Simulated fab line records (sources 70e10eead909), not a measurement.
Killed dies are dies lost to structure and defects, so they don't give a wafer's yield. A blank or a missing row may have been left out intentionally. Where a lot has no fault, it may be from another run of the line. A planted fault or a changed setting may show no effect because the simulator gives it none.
fab line records	flow nand-harc	part 1 of 2: steps 1 to 4 of 6
[record] lots = 23	wafers = 69	last-day = 24
route steps=1159 shown A_STAIRCASE@552
lots that met no fault: from a run of the same line without faults
start-h: start of the lot's first displayed wafer, in hours after the record's first day	wait-h: time in hours since the lot's previous step	" as in the row above	L1.1+2: several wafers, shown together as one row	- no value, or no start was given	* or withheld: withheld	< > ~ a bound
route shown NAME@n: names a module that has steps shown in the file, with the first one's number in the route	usual: the fault-free wafers' mean and standard deviation	same: alike in all rows	chamber/n: place in a boat	sites: readings site by site	_std_site: standard deviation of those values	_edge_site: outer sites' mean less inner sites'	radius-mm: for every site, how far away it sits from the centre of the wafer	mask NAME#n: copy n	behind: the tool/chamber that last shaped the wafer	hold: what put the lot on hold/how long, in hours/how the hold closed	device: transistor that didn't switch, given as n, p or np	end of line: tests of these same wafers at the route's end	a step with no rows: only its recipe	killed: not the wafer's yield, but the dies lost to structure and defects at the first sort	map: a wafer's dies, x killed, . not, _ none there
set.NAME: the setting the step ran with; set.NAME@STEP: the setting that earlier step ran with	model.NAME: the simulator's own value behind a step, which no gauge read
a sample of lots followed through the steps of the route, with each step as a table and each wafer as a row
services: the hour from which a tool's chamber was out of use, counted from the record's first day as start-h (under 0 if before that day), plus the number of hours and why
[[steps]]
[step NHARC_A_STAIRCASE_TRIM_16]
[recipe] time-s = 211.2	o2-flow-sccm = 500	ar-flow-sccm = 0	bias-w = 0	chemistry = O2
[usual] drypump-motor-current-A = 5.5/0.36	o2-flow-sccm = 500.2/1.5	oes-product-au = 1.000/0.0073	rf-vpp-V = 58.0/0.86	showerhead-plenum-p-Torr = 3.60/0.14	throttle-valve-pct = 17.036/0.0087
lot.wafer	tool	chamber	start-h	wait-h	drypump-motor-current-A	o2-flow-sccm	oes-product-au	rf-hours-counter-h	rf-vpp-V	showerhead-plenum-p-Torr	throttle-valve-pct
L075.2	rie-diel-07	3	-	-	5.5	501.8	1.001	0	58.8	3.55	17.028
L075.1	"	2	"	"	5.6	498.9	0.985	0	57.1	3.64	17.030
L075.5	"	3	"	"	5.4	498.7	1.004	-	58.0	3.55	17.035
L074.1	rie-diel-02	3	-	-	6.1	500.8	1.001	31	58.7	3.64	17.035
L074.4	"	1	"	"	5.5	499.5	0.989	35	57.5	3.36	17.047
L074.6	"	2	"	"	5.2	500.5	1.007	-	55.9	3.79	17.039
L078.3	rie-diel-07	3	-	-	5.5	501.5	0.989	6	58.2	3.55	17.041
L078.1	"	0	"	"	5.7	501.5	0.994	6	57.9	3.66	17.032
L078.2	"	2	"	"	5.6	503.8	0.985	7	58.0	3.63	17.031
L076.1	rie-diel-02	1	-	-	5.5	498.4	0.990	38	55.3	3.36	17.028
L076.4	"	2	"	"	5.2	501.1	1.007	38	59.9	3.79	17.046
L076.6	"	3	"	"	6.1	501.0	0.999	-	57.6	3.64	17.045
L077.1	rie-diel-06	0	-	-	5.0	499.1	1.008	1	58.1	3.71	17.025
L077.2	"	2	"	"	5.3	498.3	1.007	1	58.5	3.77	17.050
L077.6	"	1	"	"	5.2	497.9	0.996	-	56.3	3.56	17.031
L079.4	rie-diel-06	1	-	-	5.2	499.5	1.010	4	57.8	3.56	17.042
L079.2	"	2	"	"	5.3	499.8	1.003	4	58.8	3.77	17.039
L079.6	"	2	"	"	5.3	502.0	1.009	-	58.2	3.77	17.035
L080.3	rie-diel-07	2	-	-	5.6	499.9	1.005	15	57.9	3.63	17.045
L080.4	"	2	"	"	5.6	501.1	1.002	-	59.1	3.63	17.041
L080.5	"	1	"	"	5.6	502.2	1.004	-	58.1	3.56	17.039
L081.2	rie-diel-07	2	-	-	5.6	499.0	1.005	15	56.7	3.63	17.029
L081.1	"	1	"	"	5.6	502.1	1.013	17	58.5	3.56	17.035
L081.6	"	2	"	"	5.6	499.7	1.005	-	57.0	3.63	17.026
L083.3	rie-diel-02	1	-	-	5.5	500.8	0.986	50	57.5	3.35	17.038
L083.1	"	2	"	"	5.2	499.7	1.006	49	58.8	3.78	17.035
L083.5	"	1	"	"	5.5	503.3	0.993	-	56.4	3.35	17.036
L084.3	rie-diel-07	1	-	-	5.6	500.6	1.013	25	57.4	3.55	17.039
L084.6	"	3	"	"	5.4	503.8	0.997	-	56.3	3.54	17.051
L084.5	"	0	"	"	5.7	497.5	1.006	-	59.2	3.66	17.045
L087.2	rie-diel-06	2	-	-	5.3	498.5	1.006	21	58.4	3.76	17.036
L087.1	"	3	"	"	4.8	500.7	1.002	21	58.9	3.76	17.038
L087.4	"	1	"	"	5.3	501.2	1.003	21	59.7	3.55	17.019
L086.2	rie-diel-06	3	-	-	4.8	501.9	0.998	21	58.1	3.76	17.033
L086.1	"	0	"	"	5.0	499.4	1.009	17	59.0	3.71	17.032
L086.4	"	1	"	"	5.2	499.6	1.012	22	57.4	3.55	17.034
L085.3	rie-diel-06	2	-	-	5.3	500.5	1.001	22	58.9	3.76	17.043
L085.1	"	3	"	"	4.8	499.5	0.986	22	58.5	3.76	17.041
L085.5	"	3	"	"	4.7	498.5	0.997	-	57.5	3.76	17.036
L088.3	rie-diel-02	0	-	-	5.9	499.3	0.999	68	56.0	3.40	17.038
L088.4	"	2	"	"	5.2	499.4	0.980	59	58.2	3.77	17.039
L088.1	"	3	"	"	6.2	497.1	0.985	63	57.3	3.62	17.046
L089.3	rie-diel-07	0	-	-	5.7	502.5	0.997	36	58.3	3.65	17.037
L089.5	"	3	"	"	5.5	500.1	0.997	-	58.3	3.53	17.031
L089.4	"	0	"	"	5.7	501.3	1.006	-	57.7	3.65	17.039
L090.3	rie-diel-07	2	-	-	5.7	499.3	1.003	36	59.5	3.61	17.060
L090.1	"	3	"	"	5.5	502.3	0.997	40	58.2	3.53	17.024
L090.4	"	3	"	"	5.5	498.4	1.007	-	59.0	3.53	17.032
L091.3	rie-diel-06	1	-	-	5.3	500.1	1.011	29	57.5	3.55	17.044
L091.2	"	2	"	"	5.3	500.7	1.008	28	58.5	3.76	17.036
L091.1	"	3	"	"	4.7	500.7	1.001	28	58.9	3.76	17.035
L092.4	rie-diel-02	2	-	-	5.2	500.0	1.007	2	58.1	3.77	17.036
L092.1	"	3	"	"	6.1	500.9	1.001	2	57.8	3.62	17.027
L092.5	"	0	"	"	5.8	499.3	1.019	-	58.4	3.40	17.032
L095.2	rie-diel-02	1	-	-	5.5	501.1	0.995	6	57.1	3.34	17.034
L095.1	"	2	"	"	5.2	498.1	0.994	5	57.9	3.77	17.020
L095.3	"	0	"	"	5.8	497.0	0.997	6	56.6	3.40	17.037
L096.4	rie-diel-02	3	-	-	6.1	501.4	0.992	6	57.4	3.62	17.039
L096.3	"	0	"	"	5.8	499.0	0.999	6	58.9	3.40	17.053
L096.1	"	1	"	"	5.5	498.5	0.990	6	57.5	3.34	17.013
L093.4	rie-diel-02	2	-	-	5.2	498.7	1.001	6	58.5	3.77	17.025
L093.2	"	1	"	"	5.5	498.8	0.998	6	55.9	3.34	17.051
L093.6	"	2	"	"	5.2	500.4	1.006	-	58.6	3.77	17.027
L094.4	rie-diel-07	2	-	-	5.6	501.6	0.994	48	58.7	3.61	17.048
L094.3	"	3	"	"	5.5	501.6	0.999	52	58.0	3.52	17.041
L094.6	"	3	"	"	5.5	499.7	0.997	-	58.2	3.52	17.028
L097.4	rie-diel-06	0	-	-	5.0	503.4	1.003	41	57.4	3.69	17.042
L097.1	"	1	"	"	5.3	501.6	1.010	45	57.4	3.54	17.047
L097.5	"	0	"	"	5.0	501.3	0.999	-	59.1	3.69	17.045
[step NHARC_A_STAIRCASE_TRIM_20]
[recipe] time-s = 211.2	o2-flow-sccm = 500	ar-flow-sccm = 0	bias-w = 0	chemistry = O2
[usual] drypump-motor-current-A = 5.4/0.35	o2-flow-sccm = 500.0/1.6	oes-product-au = 1.001/0.0075	rf-vpp-V = 58.0/0.77	showerhead-plenum-p-Torr = 3.64/0.11	throttle-valve-pct = 17.036/0.0091
lot.wafer	tool	chamber	start-h	wait-h	drypump-motor-current-A	o2-flow-sccm	oes-product-au	rf-hours-counter-h	rf-vpp-V	showerhead-plenum-p-Torr	throttle-valve-pct
L075.2	rie-diel-07	3	239.69	0.1	5.5	498.9	1.000	0	57.6	3.55	17.043
L075.1	"	2	"	"	5.6	498.9	0.979	0	57.1	3.64	17.029
L075.5	"	0	"	"	5.7	500.1	1.005	-	58.0	3.67	17.043
L074.4	rie-diel-07	0	247.41	0.1	5.7	499.8	0.994	4	58.4	3.66	17.038
L074.1	"	2	"	"	5.6	499.5	0.996	5	58.0	3.63	17.033
L074.6	"	3	"	"	5.5	499.0	0.996	-	55.8	3.55	17.045
L078.3	rie-diel-07	0	251.70	0.1	5.7	498.4	0.995	6	57.0	3.66	17.045
L078.2	"	1	"	"	5.6	501.3	0.991	7	58.2	3.56	17.032
L078.1	"	2	"	"	5.7	500.6	0.992	7	58.1	3.63	17.028
L076.4	rie-diel-07	3	252.11	0.1	5.5	500.3	0.996	6	57.6	3.55	17.049
L076.1	"	2	"	"	5.6	500.6	0.993	7	57.7	3.63	17.037
L076.6	"	3	"	"	5.5	497.8	1.005	-	57.6	3.55	17.028
L077.1	rie-diel-06	2	255.02	0.1	5.3	501.3	0.996	1	59.3	3.77	17.022
L077.2	"	3	"	"	4.7	498.9	0.985	1	58.0	3.77	17.036
L077.6	"	2	"	"	5.3	498.8	1.002	-	57.3	3.77	17.036
L079.4	rie-diel-06	2	262.13	0.1	5.3	499.8	1.008	4	59.0	3.77	17.041
L079.2	"	3	"	"	4.7	500.7	0.995	5	58.3	3.77	17.023
L079.6	"	3	"	"	4.8	500.9	0.994	-	57.9	3.77	17.030
L080.3	rie-diel-07	2	274.44	0.1	5.6	498.4	1.012	16	59.8	3.63	17.037
L080.5	"	2	"	"	5.6	499.8	1.016	-	57.1	3.63	17.050
L080.4	"	3	"	"	5.5	500.6	1.010	-	57.0	3.54	17.044
L081.1	rie-diel-02	3	274.78	0.1	6.1	500.4	0.998	44	58.2	3.63	17.039
L081.2	"	1	"	"	5.5	499.3	1.003	46	57.7	3.36	17.046
L081.6	"	0	"	"	5.9	500.6	0.997	-	57.9	3.41	17.028
L083.1	rie-diel-06	2	288.18	0.1	5.3	498.8	0.991	14	57.7	3.76	17.045
L083.3	"	1	"	"	5.3	501.0	0.992	14	57.1	3.56	17.033
L083.5	"	1	"	"	5.2	500.7	1.002	-	58.9	3.56	17.029
L084.3	rie-diel-06	3	294.41	0.1	4.8	501.6	0.986	15	58.6	3.76	17.039
L084.6	"	3	"	"	4.7	500.1	0.995	-	58.4	3.76	17.038
L084.5	"	1	"	"	5.3	499.3	1.007	-	56.2	3.55	17.029
L087.2	rie-diel-06	0	314.33	0.1	5.0	497.8	1.004	17	57.0	3.71	17.046
L087.1	"	1	"	"	5.3	500.8	1.016	22	58.6	3.55	17.038
L087.4	"	2	"	"	5.3	501.9	1.008	22	58.4	3.76	17.029
L086.1	rie-diel-02	2	314.71	0.2	5.1	500.0	1.010	55	58.2	3.78	17.050
L086.2	"	0	"	"	5.9	500.6	1.001	62	55.7	3.40	17.037
L086.4	"	1	"	"	5.5	498.2	0.996	60	56.8	3.35	17.025
L085.3	rie-diel-06	2	316.14	0.3	5.3	502.4	1.015	23	57.2	3.76	17.039
L085.1	"	3	"	"	4.8	502.5	0.993	22	58.1	3.76	17.042
L085.5	"	1	"	"	5.2	499.1	0.999	-	57.9	3.55	17.036
L088.3	rie-diel-02	2	325.61	0.1	5.2	498.9	1.003	59	59.0	3.77	17.039
L088.1	"	3	"	"	6.1	500.5	1.007	63	57.6	3.62	17.027
L088.4	"	0	"	"	5.9	498.9	0.991	68	57.8	3.40	17.051
L089.3	rie-diel-07	3	330.16	0.1	5.5	499.6	0.994	40	58.2	3.53	17.027
L089.4	"	3	"	"	5.5	503.1	1.007	-	59.1	3.53	17.050
L089.5	"	0	"	"	5.7	501.7	1.007	-	58.2	3.65	17.024
L090.1	rie-diel-07	3	330.64	0.2	5.4	499.6	1.002	41	58.6	3.53	17.046
L090.3	"	0	"	"	5.7	501.6	0.995	36	57.5	3.65	17.042
L090.4	"	0	"	"	5.7	500.7	1.003	-	57.5	3.65	17.040
L091.3	rie-diel-06	1	331.00	0.1	5.3	502.0	1.013	29	57.5	3.55	17.034
L091.2	"	2	"	"	5.3	497.9	1.014	28	58.4	3.76	17.034
L091.1	"	3	"	"	4.8	499.8	1.002	28	58.0	3.76	17.039
L092.4	rie-diel-06	0	346.61	0.1	5.0	501.2	0.996	31	58.9	3.70	17.026
L092.1	"	1	"	"	5.2	501.2	0.996	35	57.5	3.54	17.031
L092.5	"	3	"	"	4.8	497.9	0.995	-	57.7	3.75	17.032
L095.2	rie-diel-06	2	360.34	0.1	5.3	500.6	1.009	39	57.4	3.75	17.046
L095.3	"	3	"	"	4.7	495.7	0.984	39	57.8	3.75	17.024
L095.1	"	0	"	"	5.0	501.8	1.003	35	58.6	3.70	17.045
L096.4	rie-diel-06	1	361.60	0.1	5.3	502.1	1.012	40	57.9	3.54	17.028
L096.3	"	2	"	"	5.3	499.0	1.002	40	59.0	3.75	17.049
L096.1	"	3	"	"	4.7	497.0	1.001	40	59.0	3.75	17.035
L093.4	rie-diel-07	2	361.82	0.1	5.6	498.3	1.005	48	59.1	3.61	17.019
L093.2	"	0	"	"	5.7	500.8	0.996	48	57.2	3.64	17.044
L093.6	"	2	"	"	5.6	498.0	0.999	-	58.8	3.61	17.043
L094.3	rie-diel-06	1	364.79	0.1	5.3	496.3	1.001	42	57.7	3.54	17.033
L094.4	"	2	"	"	5.3	498.5	1.012	41	59.2	3.75	17.029
L094.6	"	2	"	"	5.3	498.2	1.007	-	58.9	3.75	17.036
L097.4	rie-diel-06	0	374.56	0.1	5.0	499.8	1.004	41	58.9	3.69	17.048
L097.1	"	1	"	"	5.2	501.8	1.010	45	57.9	3.54	17.051
L097.5	"	0	"	"	5.0	499.2	1.005	-	59.3	3.69	17.038
[step NHARC_A_STAIRCASE_ETCH_21]
[recipe] target-depth-a = 1000	time-s = 40.5	ion-energy-ev = 400	c4f8-flow-sccm = 20	o2-flow-sccm = 10	ar-flow-sccm = withheld	rf-w = 600	bias-w = 1000	chemistry = C4F8/O2
[usual] oes-product-au = 0.950/0.016	rf-vpp-V = 900/4.3
lot.wafer	tool	chamber	start-h	wait-h	oes-product-au	rf-hours-counter-h	rf-vpp-V
L075.2	rie-diel-07	1	-	-	0.937	1	898
L075.1	"	3	"	"	0.940	0	895
L075.5	"	0	"	"	0.945	-	901
L074.4	rie-diel-07	0	-	-	0.946	4	903
L074.1	"	3	"	"	0.935	5	897
L074.6	"	1	"	"	0.955	-	897
L078.1	rie-diel-07	2	-	-	0.954	7	899
L078.3	"	3	"	"	0.951	6	896
L078.2	"	0	"	"	0.938	6	902
L076.4	rie-diel-07	3	-	-	0.944	6	896
L076.1	"	2	"	"	0.948	8	901
L076.6	"	0	"	"	0.953	-	900
L077.1	rie-diel-06	3	-	-	0.951	1	905
L077.2	"	0	"	"	0.950	1	904
L077.6	"	0	"	"	0.950	-	901
L079.4	rie-diel-06	2	-	-	0.938	5	904
L079.2	"	0	"	"	0.947	5	902
L079.6	"	3	"	"	0.926	-	905
L080.3	rie-diel-07	2	-	-	0.943	16	900
L080.4	"	1	"	"	0.935	-	897
L080.5	"	2	"	"	0.946	-	900
L081.2	rie-diel-02	2	-	-	0.964	46	905
L081.1	"	3	"	"	0.942	44	900
L081.6	"	2	"	"	0.966	-	905
L083.1	rie-diel-06	3	-	-	0.956	12	904
L083.3	"	1	"	"	0.979	14	897
L083.5	"	2	"	"	0.965	-	904
L084.3	rie-diel-06	2	-	-	0.961	17	905
L084.5	"	3	"	"	0.957	-	905
L084.6	"	0	"	"	1.001	-	902
L087.2	rie-diel-06	1	-	-	0.942	22	897
L087.1	"	3	"	"	0.941	21	904
L087.4	"	0	"	"	0.947	17	903
L086.4	rie-diel-02	1	-	-	0.936	60	889
L086.1	"	2	"	"	0.954	55	905
L086.2	"	0	"	"	0.943	62	890
L085.3	rie-diel-06	2	-	-	0.939	23	903
L085.1	"	0	"	"	0.933	18	902
L085.5	"	3	"	"	0.925	-	904
L088.4	rie-diel-02	3	-	-	0.937	63	901
L088.1	"	0	"	"	0.943	68	891
L088.3	"	2	"	"	0.945	59	904
L089.3	rie-diel-07	3	-	-	0.931	40	897
L089.5	"	3	"	"	0.932	-	897
L089.4	"	2	"	"	0.929	-	899
L090.3	rie-diel-07	3	-	-	0.934	41	896
L090.1	"	0	"	"	0.942	37	897
L090.4	"	2	"	"	0.934	-	899
L091.2	rie-diel-06	3	-	-	0.936	28	904
L091.3	"	0	"	"	0.947	24	902
L091.1	"	1	"	"	0.943	29	896
L092.1	rie-diel-06	0	-	-	0.983	31	901
L092.4	"	1	"	"	0.977	35	896
L092.5	"	0	"	"	0.984	-	902
L095.2	rie-diel-06	1	-	-	0.979	40	897
L095.1	"	2	"	"	0.965	39	903
L095.3	"	0	"	"	0.974	35	900
L096.3	rie-diel-06	3	-	-	0.969	40	904
L096.4	"	0	"	"	0.975	35	902
L096.1	"	1	"	"	0.958	40	895
L093.2	rie-diel-07	1	-	-	0.964	45	896
L093.4	"	3	"	"	0.974	51	896
L093.6	"	0	"	"	0.983	-	900
L094.3	rie-diel-06	0	-	-	0.954	38	901
L094.4	"	3	"	"	0.947	42	904
L094.6	"	1	"	"	0.953	-	897
L097.4	rie-diel-06	3	-	-	0.942	46	905
L097.1	"	2	"	"	0.946	45	904
L097.5	"	3	"	"	0.938	-	905
[step NHARC_A_STAIRCASE_ETCH_27]
[recipe] target-depth-a = 1000	time-s = 40.5	ion-energy-ev = 400	c4f8-flow-sccm = 20	o2-flow-sccm = 10	ar-flow-sccm = withheld	rf-w = 600	bias-w = 1000	chemistry = C4F8/O2
[usual] oes-product-au = 0.942/0.01	rf-vpp-V = 900/4.1
lot.wafer	tool	chamber	start-h	wait-h	oes-product-au	rf-hours-counter-h	rf-vpp-V
L075.1	rie-diel-07	2	-	-	0.929	1	901
L075.2	"	0	"	"	0.949	1	902
L075.5	"	2	"	"	0.925	-	901
L074.1	rie-diel-07	0	-	-	0.935	5	901
L074.4	"	2	"	"	0.925	6	901
L074.6	"	1	"	"	0.931	-	897
L078.2	rie-diel-07	3	-	-	0.932	7	894
L078.1	"	1	"	"	0.931	8	898
L078.3	"	2	"	"	0.927	8	900
L076.4	rie-diel-07	2	-	-	0.939	8	900
L076.1	"	3	"	"	0.926	7	896
L076.6	"	2	"	"	0.925	-	901
L077.2	rie-diel-06	3	-	-	0.933	2	905
L077.1	"	0	"	"	0.938	2	903
L077.6	"	1	"	"	0.937	-	898
L079.2	rie-diel-06	3	-	-	0.935	6	904
L079.4	"	0	"	"	0.938	6	902
L079.6	"	3	"	"	0.947	-	904
L080.4	rie-diel-07	3	-	-	0.932	-	897
L080.3	"	1	"	"	0.928	-	897
L080.5	"	3	"	"	0.939	-	895
L081.2	rie-diel-02	1	-	-	0.934	47	890
L081.1	"	2	"	"	0.958	47	905
L081.6	"	2	"	"	0.957	-	905
L083.3	rie-diel-06	1	-	-	0.936	15	897
L083.1	"	3	"	"	0.924	13	906
L083.5	"	3	"	"	0.934	-	905
L084.3	rie-diel-06	0	-	-	0.952	11	904
L084.6	"	2	"	"	0.941	-	905
L084.5	"	3	"	"	0.936	-	905
L087.1	rie-diel-06	2	-	-	0.943	22	904
L087.2	"	0	"	"	0.944	17	902
L087.4	"	1	"	"	0.952	22	896
L086.1	rie-diel-02	3	-	-	0.939	59	899
L086.2	"	0	"	"	0.928	63	891
L086.4	"	1	"	"	0.921	61	888
L085.3	rie-diel-06	1	-	-	0.949	24	895
L085.1	"	3	"	"	0.936	23	904
L085.5	"	0	"	"	0.956	-	902
L088.4	rie-diel-02	2	-	-	0.948	60	905
L088.3	"	3	"	"	0.934	64	900
L088.1	"	1	"	"	0.924	66	890
L089.3	rie-diel-07	3	-	-	0.927	41	896
L089.5	"	0	"	"	0.928	-	900
L089.4	"	2	"	"	0.929	-	899
L090.1	rie-diel-07	2	-	-	0.939	37	897
L090.3	"	3	"	"	0.921	41	896
L090.4	"	0	"	"	0.937	-	900
L091.3	rie-diel-06	1	-	-	0.958	30	898
L091.1	"	2	"	"	0.940	29	904
L091.2	"	3	"	"	0.944	30	904
L092.1	rie-diel-06	2	-	-	0.949	35	903
L092.4	"	3	"	"	0.949	36	903
L092.5	"	3	"	"	0.939	-	903
L095.1	rie-diel-06	0	-	-	0.956	35	901
L095.3	"	2	"	"	0.963	40	905
L095.2	"	3	"	"	0.944	40	904
L096.3	rie-diel-06	2	-	-	0.947	40	902
L096.1	"	3	"	"	0.942	40	905
L096.4	"	0	"	"	0.951	36	904
L093.2	rie-diel-07	3	-	-	0.954	51	896
L093.4	"	0	"	"	0.950	48	900
L093.6	"	2	"	"	0.955	-	897
L094.3	rie-diel-06	2	-	-	0.948	42	904
L094.4	"	3	"	"	0.942	43	904
L094.6	"	2	"	"	0.956	-	904
L097.1	rie-diel-06	3	-	-	0.950	46	904
L097.4	"	1	"	"	0.953	45	898
L097.5	"	3	"	"	0.947	-	905
